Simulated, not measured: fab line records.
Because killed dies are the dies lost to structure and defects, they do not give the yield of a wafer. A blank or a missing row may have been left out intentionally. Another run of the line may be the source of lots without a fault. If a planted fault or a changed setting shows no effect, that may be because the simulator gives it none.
fab line records	flow n5-finfet
[record] lots = 7	wafers = 21
route steps=1938 shown PASSIVATION@1923
start-h: hours from the record's first day to the start of the lot's first wafer shown	wait-h: hours elapsed since this lot's preceding step	" repeats the value in the row above	L1.1+2: several wafers, shown together as one row	- no value, or no start given	* or withheld: withheld	< > ~ a bound
route shown NAME@n: names a module that has steps shown in the file, with the first one's number in the route	usual: mean/standard deviation of fault-free wafers	same: alike in all rows	chamber/n: place in a boat	sites: per-site readings	_std_site: their standard deviation	_edge_site: mean of outer sites minus mean of inner sites	radius-mm: how far each site lies from the wafer's centre	mask NAME#n: copy n	behind: the last tool/chamber to shape the wafer	hold: why the lot went on hold/how many hours it stayed there/how the hold came to an end	device: the transistor (n, p or np) that didn't switch	end of line: the route-end tests of the same wafers	step lacking rows: just its recipe	killed: the dies lost at the first sort to structure and to defects; this is not the yield of the wafer	map: dies across one wafer; x = killed, . = not, _ = none there
set.NAME: the run value of the setting; set.NAME@STEP: its run value at that earlier step	model.NAME: the simulator's own value behind a step, which no gauge read
lots run with intentionally changed settings; tables by step, rows by wafer
[[steps]]
[step N5_PASSIVATION_DEVELOP_43]
[recipe] develop-time-s = 60	rinse-liquid = diw	dry = air-spin	dev-temp-c = 21
lot.wafer	tool	chamber	start-h	wait-h	set.develop-time-s
L076.1	litho-track-05	0	-	-	48.11
L076.3+6	"	0	"	"	60
L080.2+6	litho-track-05	0	-	-	68.5
L080.4	"	0	"	"	60
L079.2+3+5	litho-track-03	0	-	-	52.26
L084.3+6	litho-track-05	0	-	-	60
L084.4	"	0	"	"	48.5
L088.2+4+6	litho-track-02	0	-	-	60
L094.1+5	litho-track-03	0	-	-	72.33
L094.3	"	0	"	"	60
L097.1+2+6	litho-track-05	0	-	-	60
[step N5_PASSIVATION_HARDBAKE_45]
[recipe] temp-c = 130	time-s = 120
[step N5_PASSIVATION_SRD_72]
[recipe] dry = ipa-marangoni	time-s = 30	temp-c = 23	rinse-liquid = diw
[step N5_PASSIVATION_ANNEAL_56]
[recipe] temp-c = 400	time-s = 1800	ambient = FGA	idle-temp-c = 300	ramp-up-c-per-min = 5	ramp-down-c-per-min = 3
[step N5_PASSIVATION_PROBE_49]
[usual] defect-limited-yield = 91.0/1.3	killed_at_M0_to_M3 = 36/9.5	killed_at_M4_up = 14/5.6	killed-at-contacts = 12/6.4	killed-at-front-end = 40/10	killed-at-other = 3.2/3	killed-dies = 107/15	killed-open = 69/12	killed-short = 35/7.7	sort_bin_5_function = 5.3/0.91	sort_bin_6_memory = 3.3/0.65	sort-n-pass = 1073/15	sort-yield-pct = 91.0/1.3
[same] gross-dies = 1180	killed-at-back-side = 0	sort_bin_4_leakage[%] = 0	sort_bin_8_speed[%] = 0
lot.wafer	tool	chamber	start-h	wait-h	set.time-s@PASSIVATION_PECVD_53	defect-limited-yield[%]	killed_at_M0_to_M3	killed_at_M4_up	killed-at-contacts	killed-at-front-end	killed-at-other	killed-dies	killed-open	killed-short	sort_bin_5_function[%]	sort_bin_6_memory[%]	sort-n-pass	sort-yield-pct[%]
L076.1	prober-02	-	275.74	0.0	160.3	87.2	55	26	29	38	3	151	79	44	7.2	4.7	1029	87.2
L076.3	prober-02	-	275.84	0.1	160.3	88.6	37	33	19	44	2	135	68	43	7.1	3.9	1045	88.6
L076.6	prober-02	-	275.99	0.3	169.4	92.6	40	7	6	32	2	87	52	34	4.2	2.8	1093	92.6
L080.2	prober-01	-	303.37	0.1	169.4	88.1	33	27	15	61	5	141	103	33	7.3	4.0	1039	88.1
L080.4	prober-01	-	303.47	0.2	169.4	50.8	504	22	13	33	8	580	66	29	30.3	16.0	600	50.8
L080.6	prober-01	-	303.57	0.3	169.4	89.5	35	21	28	34	6	124	77	45	6.3	3.6	1056	89.5
L079.2	prober-02	-	310.50	0.1	177.7	88.6	67	11	6	37	14	135	56	34	8.1	2.8	1045	88.6
L079.3	prober-02	-	310.55	0.1	169.4	89.6	51	31	8	30	3	123	47	29	6.4	3.3	1057	89.6
L079.5	prober-02	-	310.65	0.2	177.7	91.4	25	16	4	38	18	101	52	35	5.6	2.8	1079	91.4
L084.3	prober-01	-	346.37	0.1	169.4	91.6	26	19	11	38	5	99	60	30	5.1	2.6	1081	91.6
L084.4	prober-01	-	346.42	0.2	191.1	1.2	1017	11	11	41	86	1166	58	36	71.1	18.5	14	1.2
L084.6	prober-01	-	346.52	0.3	191.1	0.8	1017	13	16	45	79	1170	68	32	71.4	18.6	10	0.8
L088.2	prober-02	-	358.21	0.1	181.2	75.8	44	14	12	54	162	286	79	44	19.8	3.9	894	75.8
L088.4	prober-02	-	358.31	0.2	181.2	75.0	29	27	6	38	195	295	74	31	21.2	3.4	885	75.0
L088.6	prober-02	-	358.41	0.3	169.4	88.3	39	32	16	51	0	138	101	35	7.1	4.4	1042	88.3
L094.1	prober-01	-	405.30	0.0	179.9	81.8	71	10	19	33	82	215	59	32	13.6	4.2	965	81.8
L094.3	prober-01	-	405.40	0.1	169.4	91.2	44	12	11	34	3	104	59	44	5.7	2.5	1076	91.2
L094.5	prober-01	-	405.50	0.2	169.4	0	1114	19	7	33	7	1180	63	38	42.8	4.0	0	0
L097.1	prober-01	-	410.00	0.0	169.4	92.1	20	19	24	29	1	93	63	29	4.3	3.4	1087	92.1
L097.2	prober-01	-	410.05	0.1	169.4	91.1	38	22	26	18	1	105	76	29	5.9	2.8	1075	91.1
L097.6	prober-01	-	410.25	0.3	169.4	91.2	29	21	19	33	2	104	78	25	6.1	2.5	1076	91.2
// killed by level:class
L076.1 MOL_CONTACT_COAG:geometric-particle:open=21 BEOL_M4:area-expose=14 BEOL_M2:geometric-particle:open=12 BEOL_M3:geometric-particle:open=10 BEOL_M1:geometric-particle:open=8 HKMG_FIN:area-etch=8 FIN_SAQP:geometric-particle:short=7 BEOL_M0_SAQP:geometric-particle:short=7
L076.3 BEOL_M4:area-expose=23 FIN_SAQP:geometric-particle:short=15 MOL_CONTACT_COAG:geometric-particle:open=13 BEOL_M3:geometric-particle:open=11 FIN_SAQP:geometric-particle:open=8 BEOL_M1:geometric-particle:open=8 DUMMY_GATE:geometric-particle:open=6 BEOL_M3:geometric-particle:short=6
L076.6 FIN_SAQP:geometric-particle:short=14 BEOL_M1:geometric-particle:open=11 BEOL_M0_SAQP:geometric-particle:open=7 BEOL_M3:geometric-particle:open=6 BEOL_M0_SAQP:geometric-particle:short=5 BEOL_M2:geometric-particle:open=5 GATE_CUT:geometric-particle:short=5 MOL_CONTACT_COAG:geometric-particle:open=5
L080.2 STI_FIN_REVEAL:geometric-particle:open=21 BEOL_M4:geometric-particle:open=15 MOL_CONTACT_COAG:geometric-particle:open=12 BEOL_M2:geometric-particle:open=12 FIN_SAQP:geometric-particle:open=8 GATE_CUT:geometric-particle:short=8 DUMMY_GATE:geometric-particle:open=7 BEOL_M0_SAQP:geometric-particle:open=6
L080.4 BEOL_M2:area-expose=484 BEOL_M4:geometric-particle:open=15 MOL_CONTACT_COAG:geometric-particle:open=9 STI_FIN_REVEAL:geometric-particle:open=8 BEOL_M2:geometric-particle:open=7 FIN_SAQP:geometric-particle:short=5 BEOL_M0_SAQP:geometric-particle:open=5 FIN_SAQP:geometric-particle:open=4
L080.6 MOL_CONTACT_COAG:geometric-particle:open=20 BEOL_M1:geometric-particle:open=9 BEOL_M0_SAQP:geometric-particle:short=8 MOL_CONTACT_COAG:geometric-particle:short=8 BEOL_M4:geometric-particle:open=8 STI_FIN_REVEAL:geometric-particle:open=7 ILD0:geometric-particle:open=6 BEOL_M2:geometric-particle:open=5
L079.2 BEOL_M2:area-expose=27 PASSIVATION:area-pecvd=14 BEOL_M0_SAQP:geometric-particle:open=12 BEOL_M0_SAQP:geometric-particle:short=11 FIN_SAQP:geometric-particle:open=7 DUMMY_GATE:geometric-particle:open=6 FIN_SAQP:geometric-particle:short=5 MOL_CONTACT_COAG:geometric-particle:open=5
L079.3 BEOL_M4:area-expose=21 BEOL_M2:area-expose=20 BEOL_M0_SAQP:geometric-particle:open=9 BEOL_M0_SAQP:geometric-particle:short=7 GATE_CUT:geometric-particle:short=5 BEOL_M3:geometric-particle:open=5 STARTING-WAFER:geometric-particle:short=5 FIN_SAQP:geometric-particle:open=4
L079.5 PASSIVATION:area-pecvd=14 GATE_CUT:geometric-particle:short=10 BEOL_M4:geometric-particle:open=8 BEOL_M1:geometric-particle:short=6 BEOL_M2:geometric-particle:open=6 BEOL_M3:geometric-particle:open=5 BEOL_M5:geometric-particle:open=5 STI_FIN_REVEAL:geometric-particle:open=4
L084.3 BEOL_M4:geometric-particle:open=9 MOL_CONTACT_COAG:geometric-particle:open=7 BEOL_M0_SAQP:geometric-particle:open=7 FIN_SAQP:geometric-particle:short=6 STI_FIN_REVEAL:geometric-particle:open=5 BEOL_M0_SAQP:area-expose=5 FIN_SAQP:geometric-particle:open=4 GATE_CUT:geometric-particle:short=4
L084.4 BEOL_M2:area-expose=970 PASSIVATION:area-pecvd=83 HKMG_FIN:area-etch=10 BEOL_M1:geometric-particle:open=8 BEOL_M0_SAQP:geometric-particle:open=8 BEOL_M0_SAQP:area-expose=8 MOL_CONTACT_COAG:geometric-particle:open=7 BEOL_M0_SAQP:geometric-particle:short=7
L084.6 BEOL_M2:area-expose=991 PASSIVATION:area-pecvd=73 MOL_CONTACT_COAG:geometric-particle:open=13 STI_FIN_REVEAL:geometric-particle:open=10 BEOL_M1:geometric-particle:open=8 FIN_SAQP:geometric-particle:open=5 FIN_SAQP:geometric-particle:short=5 BEOL_M0_SAQP:geometric-particle:short=5
L088.2 PASSIVATION:area-pecvd=160 BEOL_M2:geometric-particle:open=13 FIN_SAQP:geometric-particle:open=12 STI_FIN_REVEAL:geometric-particle:open=11 MOL_CONTACT_COAG:geometric-particle:open=11 FIN_SAQP:geometric-particle:short=10 BEOL_M0_SAQP:geometric-particle:short=10 BEOL_M0_SAQP:geometric-particle:open=10
L088.4 PASSIVATION:area-pecvd=189 STI_FIN_REVEAL:geometric-particle:open=10 BEOL_M1:geometric-particle:open=9 BEOL_M4:geometric-particle:open=9 FIN_SAQP:geometric-particle:open=8 BEOL_M0_SAQP:geometric-particle:short=6 FIN_SAQP:geometric-particle:short=5 DUMMY_GATE:geometric-particle:open=4
L088.6 BEOL_M4:geometric-particle:open=17 FIN_SAQP:geometric-particle:open=13 FIN_SAQP:geometric-particle:short=13 BEOL_M2:geometric-particle:open=12 STI_FIN_REVEAL:geometric-particle:open=11 MOL_CONTACT_COAG:geometric-particle:open=10 BEOL_M1:geometric-particle:open=10 BEOL_M3:geometric-particle:open=6
L094.1 PASSIVATION:area-pecvd=76 BEOL_M0_SAQP:area-expose=46 MOL_CONTACT_COAG:geometric-particle:open=15 GATE_CUT:geometric-particle:short=10 BEOL_M0_SAQP:geometric-particle:open=10 GATE_CUT:geometric-particle:open=7 BEOL_M0_SAQP:geometric-particle:short=5 BEOL_M4:geometric-particle:open=4
L094.3 BEOL_M0_SAQP:geometric-particle:short=11 FIN_SAQP:geometric-particle:short=8 BEOL_M0_SAQP:geometric-particle:open=7 BEOL_M3:geometric-particle:open=7 GATE_CUT:geometric-particle:short=7 MOL_CONTACT_COAG:geometric-particle:open=6 BEOL_M1:geometric-particle:open=6 FIN_SAQP:geometric-particle:open=5
L094.5 BEOL_M2:area-expose=1034 BEOL_M0_SAQP:area-expose=45 DUMMY_GATE:geometric-particle:open=9 BEOL_M4:geometric-particle:open=9 BEOL_M0_SAQP:geometric-particle:short=8 BEOL_M2:geometric-particle:open=6 FIN_SAQP:geometric-particle:open=5 BEOL_M1:geometric-particle:open=5
L097.1 MOL_CONTACT_COAG:geometric-particle:open=17 BEOL_M4:geometric-particle:open=10 BEOL_M1:geometric-particle:open=7 MOL_CONTACT_COAG:geometric-particle:short=6 FIN_SAQP:geometric-particle:short=5 DUMMY_GATE:geometric-particle:open=5 BEOL_M3:geometric-particle:open=5 FIN_SAQP:geometric-particle:open=4
L097.2 MOL_CONTACT_COAG:geometric-particle:open=22 BEOL_M4:geometric-particle:open=16 BEOL_M1:geometric-particle:open=11 BEOL_M2:geometric-particle:open=10 BEOL_M1:geometric-particle:short=5 MOL_CONTACT_COAG:geometric-particle:short=4 STI_FIN_REVEAL:geometric-particle:open=3 BEOL_M0_SAQP:geometric-particle:short=3
L097.6 MOL_CONTACT_COAG:geometric-particle:open=17 BEOL_M4:geometric-particle:open=11 FIN_SAQP:geometric-particle:open=9 BEOL_M0_SAQP:geometric-particle:short=7 DUMMY_GATE:geometric-particle:open=6 STI_FIN_REVEAL:geometric-particle:open=4 BEOL_M0_SAQP:geometric-particle:open=4 BEOL_M2:geometric-particle:open=4
[[key]]
[split] step = N5_PASSIVATION_DEVELOP_43	setting = develop-time-s	stated = 60	by = wafer
response none clear
split outside-this-file step=N5_PASSIVATION_PECVD_53 setting=time-s
// split outside-this-file: this setting was split too, and the file shows its column; the key of that split is in another file
